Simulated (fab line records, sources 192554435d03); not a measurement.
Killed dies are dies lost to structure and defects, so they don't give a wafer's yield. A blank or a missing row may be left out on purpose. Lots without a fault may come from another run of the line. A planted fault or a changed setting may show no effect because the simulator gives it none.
fab line records | flow n5_finfet
record lots=11 wafers=33 last_day=17
route steps=1938 shown BEOL_M14@1757
lots that met no fault: from a run of the same line without faults
start_h: hours from the record's first day to the start of the lot's first wafer shown | wait_h: hours since the lot's step before | " the same as in the row above | L1.1+2: a row that stands for several wafers | - no value, or no start given | * or withheld: withheld | < > ~ a bound
route shown NAME@n: a module of which the file shows steps, and the number in the route of the first | usual: mean/standard deviation of fault-free wafers | same: alike in all rows | chamber/n: place in a boat | sites: the reading at each site | _std_site: their standard deviation | _edge_site: outer sites' mean less inner sites' | radius_mm: how far each site lies from the wafer's centre | mask NAME#n: copy n | behind: the tool/chamber that last shaped the wafer | hold: why the lot was held/for how many hours/how that ended | device: the transistor (n, p or np) that didn't switch | end of line: the same wafers' tests at the end of the route | a step without rows: its recipe alone | killed: dies lost to structure and defects at the first sort, not the wafer's yield | map: a wafer's dies, x killed, . not, _ none there
set.NAME: the setting as run; set.NAME@STEP: as run at that earlier step | model.NAME: the simulator's own value behind a step, which no gauge read
steps of the route over a sample of lots; a table a step, a row a wafer
services: from which hour (start_h, from the record's first day; less than 0 if before it) a tool's chamber was out of use, for how many hours, and why
## steps
# step N5_BEOL_M14_ETCH_38
# recipe chemistry=CF4/N2 target=SiCN target_depth_a=1065 taper_deg=2 time_s=120.6 ion_energy_ev=150 mask_material=SiO2 pressure_mtorr=40 source_w=430 bias_w=70 Ar_flow_sccm=100 cf4_flow_sccm=60 n2_flow_sccm=60
# usual drypump_motor_current_A=5.6/0.5 oes_product_au=0.79/0.084 rf_vpp_V=382.6/2.2 showerhead_plenum_p_Torr=2.21/0.084 throttle_valve_pct=15.48/0.24
# columns lot.wafer tool chamber start_h wait_h drypump_motor_current_A oes_product_au rf_hours_counter_h rf_vpp_V showerhead_plenum_p_Torr throttle_valve_pct
L618.1 rie_diel-04 1 - - 5.8 0.72 202 379.6 2.09 15.36
L618.4 " 3 " " 5.1 0.74 150 381.9 2.21 15.62
L618.6 " 0 " " 5.7 0.66 - 382.6 2.26 15.52
L620.2 rie_diel-04 3 - - 5.1 0.75 154 381.7 2.21 15.64
L620.3 " 2 " " 6.3 0.83 84 380.9 2.15 15.65
L620.5 " 2 " " 6.3 0.83 - 381.2 2.15 15.65
L622.3 rie_diel-04 2 - - 6.3 0.83 89 381.7 2.15 15.65
L622.4 " 1 " " 5.8 0.72 212 378.6 2.09 15.37
L622.5 " 3 " " 5.1 0.75 - 382.7 2.20 15.65
L624.2 rie_diel-05 1 - - 5.1 0.83 76 381.4 2.15 15.36
L624.3 " 0 " " 5.9 0.74 157 384.4 2.30 15.80
L624.4 " 2 " " 5.4 0.81 86 387.3 2.31 15.23
L625.1 rie_diel-05 0 - - 5.9 0.74 160 383.0 2.30 15.83
L625.4 " 2 " " 5.4 0.81 89 386.1 2.31 15.24
L625.5 " 2 " " 5.4 0.81 - 386.1 2.30 15.24
L627.1 rie_diel-05 0 - - 5.9 0.73 165 385.1 2.30 15.84
L627.2 " 2 " " 5.4 0.80 95 384.9 2.30 15.25
L627.4 " 1 " " 5.1 0.81 85 380.5 2.15 15.39
L631.3 rie_diel-05 0 - - 5.9 0.72 174 383.8 2.30 15.85
L631.4 " 2 " " 5.4 0.79 103 384.9 2.30 15.27
L631.5 " 3 " " 6.4 0.89 - 385.7 2.34 15.14
L632.1 rie_diel-04 0 - - 5.8 0.94 8 383.7 2.25 15.09
L632.2 " 1 " " 5.8 0.70 234 379.9 2.08 15.42
L632.6 " 1 " " 5.9 0.69 - 380.7 2.08 15.42
L639.3 rie_diel-06 1 - - 5.6 0.69 254 381.7 2.18 15.94
L639.5 " 3 " " 4.9 0.85 - 384.9 2.33 15.43
L639.6 " 2 " " 5.3 0.98 - 380.7 2.16 15.28
L640.1 rie_diel-06 0 - - 4.8 0.70 231 379.4 2.10 15.62
L640.2 " 2 " " 5.3 0.98 1 381.4 2.16 15.30
L640.5 " 2 " " 5.3 0.99 - 381.6 2.16 15.28
L638.1 rie_diel-05 2 - - 5.4 0.77 119 384.5 2.29 15.30
L638.4 " 3 " " 6.4 0.85 44 386.3 2.33 15.18
L638.6 " 1 " " 5.1 0.79 - 382.8 2.14 15.43
# step N5_BEOL_M14_ANNEAL_48
# recipe temp_c=225 time_s=90 ambient=N2
# usual anneal_temp_c=225.02/0.19 anneal_temp_c_max=226.1/0.39 wafer_temp_C_max=226.13/0.26
# columns lot.wafer tool chamber start_h wait_h anneal_temp_c anneal_temp_c_max wafer_temp_C_max
L618.1 rtp_anneal-01 0 246.25 0.4 224.75 225.7 226.20
L618.4 " 0 " " 225.07 225.8 225.75
L618.6 " 0 " " 224.79 225.6 226.07
L620.2 rtp_anneal-02 0 260.20 0.2 225.04 226.8 226.30
L620.3 " 0 " " 225.04 226.3 226.13
L620.5 " 0 " " 225.16 226.4 227.02
L622.3 rtp_anneal-01 0 276.48 0.2 225.09 225.9 226.05
L622.4 " 0 " " 225.00 225.7 225.75
L622.5 " 0 " " 225.06 225.8 225.84
L624.2 rtp_anneal-02 0 276.86 0.2 224.84 226.2 225.80
L624.3 " 0 " " 225.13 226.7 226.23
L624.4 " 0 " " 224.75 226.2 226.18
L625.1 rtp_anneal-01 0 284.66 0.4 224.75 225.7 226.05
L625.4 " 0 " " 224.89 225.5 226.29
L625.5 " 0 " " 225.20 225.9 225.72
L627.1 rtp_anneal-02 0 300.52 0.6 224.96 226.2 226.04
L627.2 " 0 " " 224.80 226.6 226.01
L627.4 " 0 " " 224.76 226.0 226.15
L631.3 rtp_anneal-02 - 324.76 0.6 - - -
L631.4 " - " " - - -
L631.5 " - " " - - -
L632.1 rtp_anneal-02 - 331.85 0.5 - - -
L632.2 " - " " - - -
L632.6 " - " " - - -
L639.3 rtp_anneal-01 0 379.56 0.2 225.21 225.9 225.68
L639.5 " 0 " " 225.13 225.8 225.99
L639.6 " 0 " " 225.38 226.1 226.44
L640.1 rtp_anneal-02 0 380.57 0.7 225.06 226.3 226.03
L640.2 " 0 " " 225.11 226.1 225.85
L640.5 " 0 " " 225.24 226.6 226.37
L638.1 rtp_anneal-01 0 384.03 0.1 224.91 225.8 226.27
L638.4 " 0 " " 225.05 225.8 226.36
L638.6 " 0 " " 224.89 225.7 226.26
# step N5_BEOL_M14_THK_MEAS_50
# recipe thk_meas_gauge=xrf reads=Cu_of_BEOL_M14_ECD_47
# usual M14_THK=555/15
# columns lot.wafer tool chamber start_h wait_h M14_THK[nm]
L618.1 film_metro-02 - 246.84 - 562
L618.4 " - " " 526
L618.6 " - " " 539
L620.2 film_metro-02 - 260.75 - 523
L620.3 " - " " 562
L620.5 " - " " 547
L622.3 film_metro-02 - 276.98 - 563
L622.4 " - " " 558
L622.5 " - " " 557
L624.2 film_metro-02 - 277.41 - 544
L624.3 " - " " 568
L624.4 " - " " 561
L625.1 film_metro-02 - 285.25 - 570
L625.4 " - " " 560
L625.5 " - " " 557
L627.1 film_metro-02 - 301.11 - 546
L627.2 " - " " 546
L627.4 " - " " 546
L631.3 film_metro-02 - 325.27 - 532
L631.4 " - " " 561
L631.5 " - " " 519
L632.1 film_metro-02 - 332.44 - 567
L632.2 " - " " 548
L632.6 " - " " 574
L639.3 film_metro-01 - 380.07 - 549
L639.5 " - " " 553
L639.6 " - " " 563
L640.1 film_metro-01 - 381.17 - 551
L640.2 " - " " 565
L640.5 " - " " 552
L638.1 film_metro-02 - 384.62 - 561
L638.4 " - " " 535
L638.6 " - " " 561
# step N5_BEOL_M14_DEP_53
# recipe material=SiCN target_thk_a=500 temp_c=withheld precursor=3MS/NH3 pressure_torr=3 rf_w=675 time_s=17.8
# usual chamber_pressure_Torr=3.000/0.0062 showerhead_plenum_p_Torr=4.150/0.015 throttle_valve_pct=17.8/0.61
# columns lot.wafer tool chamber start_h wait_h chamber_pressure_Torr showerhead_plenum_p_Torr throttle_valve_pct
L618.1 pecvd-03 2 246.90 0.0 3.007 4.125 16.8
L618.4 " 1 " " 2.999 4.162 18.3
L618.6 " 0 " " 3.004 4.153 18.0
L620.2 pecvd-02 1 260.81 0.0 3.002 4.162 18.5
L620.3 " 0 " " 2.999 4.164 17.0
L620.5 " 1 " " 2.997 4.154 18.5
L622.3 pecvd-03 2 277.04 0.0 3.003 4.113 16.8
L622.4 " 0 " " 2.998 4.139 17.6
L622.5 " 2 " " 2.999 4.132 16.8
L624.2 pecvd-03 2 277.49 0.0 3.009 4.120 16.7
L624.3 " 1 " " 2.985 4.164 18.3
L624.4 " 0 " " 3.002 4.148 18.0
L625.1 pecvd-02 2 285.31 0.0 2.999 4.150 17.2
L625.4 " 2 " " 3.004 4.151 17.4
L625.5 " 1 " " 2.985 4.163 18.4
L627.1 pecvd-01 0 301.17 0.0 3.002 4.153 18.0
L627.2 " 1 " " 2.999 4.144 18.8
L627.4 " 0 " " 3.002 4.148 17.9
L631.3 pecvd-01 0 325.33 0.0 3.004 4.153 17.5
L631.4 " 0 " " 3.000 4.145 17.7
L631.5 " 2 " " 3.011 4.165 17.7
L632.1 pecvd-03 1 332.50 0.0 3.005 4.167 18.3
L632.2 " 0 " " 2.996 4.149 17.8
L632.6 " 2 " " 2.986 4.123 16.8
L639.3 pecvd-03 2 380.13 0.0 2.992 4.125 17.2
L639.5 " 2 " " 2.984 4.119 17.0
L639.6 " 0 " " 3.008 4.154 17.9
L640.1 pecvd-01 1 381.23 0.0 2.998 4.137 18.9
L640.2 " 2 " " 3.000 4.177 17.7
L640.5 " 0 " " 2.998 4.158 17.6
L638.1 pecvd-02 2 384.68 0.0 3.001 4.141 17.4
L638.4 " 0 " " 2.997 4.163 17.2
L638.6 " 2 " " 3.000 4.148 17.6
## services
# columns tool chamber start_h hours kind
rie_diel-04 0 224.29 7.6 repair
rie_diel-05 3 226.40 - clean
rie_diel-05 3 226.40 - consumable_replace:focus_ring
rie_diel-05 3 226.40 - consumable_replace:showerhead
rie_diel-05 3 226.40 20.0 scheduled_down
rie_diel-05 3 226.40 20.0 vent_cycle
rie_diel-04 - 228.63 2.8 pm
pecvd-01 - 246.76 2.8 pm
rie_diel-06 3 258.82 2.4 repair
pecvd-01 0 274.91 19.8 repair
rie_diel-04 0 292.44 - clean
rie_diel-04 0 292.44 - consumable_replace:focus_ring
rie_diel-04 0 292.44 17.5 scheduled_down
rie_diel-04 0 292.44 17.5 vent_cycle
pecvd-03 1 312.99 7.4 repair
pecvd-02 - 316.90 14.6 pm
rie_diel-04 3 323.85 12.5 repair
rie_diel-04 2 328.65 1.8 repair
rie_diel-06 1 330.77 13.6 repair
pecvd-01 - 339.16 6.0 pm
rie_diel-05 - 352.93 2.8 pm
rie_diel-05 - 366.99 4.3 pm
rie_diel-04 1 371.55 - clean
rie_diel-04 1 371.55 - consumable_replace:focus_ring
## key
first_sign step=N5_BEOL_M14_ANNEAL_48 reading=tool_record direction=missing
effect none on later readings
met_at N5_BEOL_M14_ANNEAL_48
struck_lots L631,L632
not_acting_at N5_BEOL_M14_ETCH_38,N5_BEOL_M14_THK_MEAS_50,N5_BEOL_M14_DEP_53
onset_between 300.52 324.76
fault kind=skipped_step_whole tool=rtp_anneal-02 chamber=- onset_h=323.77 steps=N5_BEOL_M14_ANNEAL_48 scope=struck_lots_only
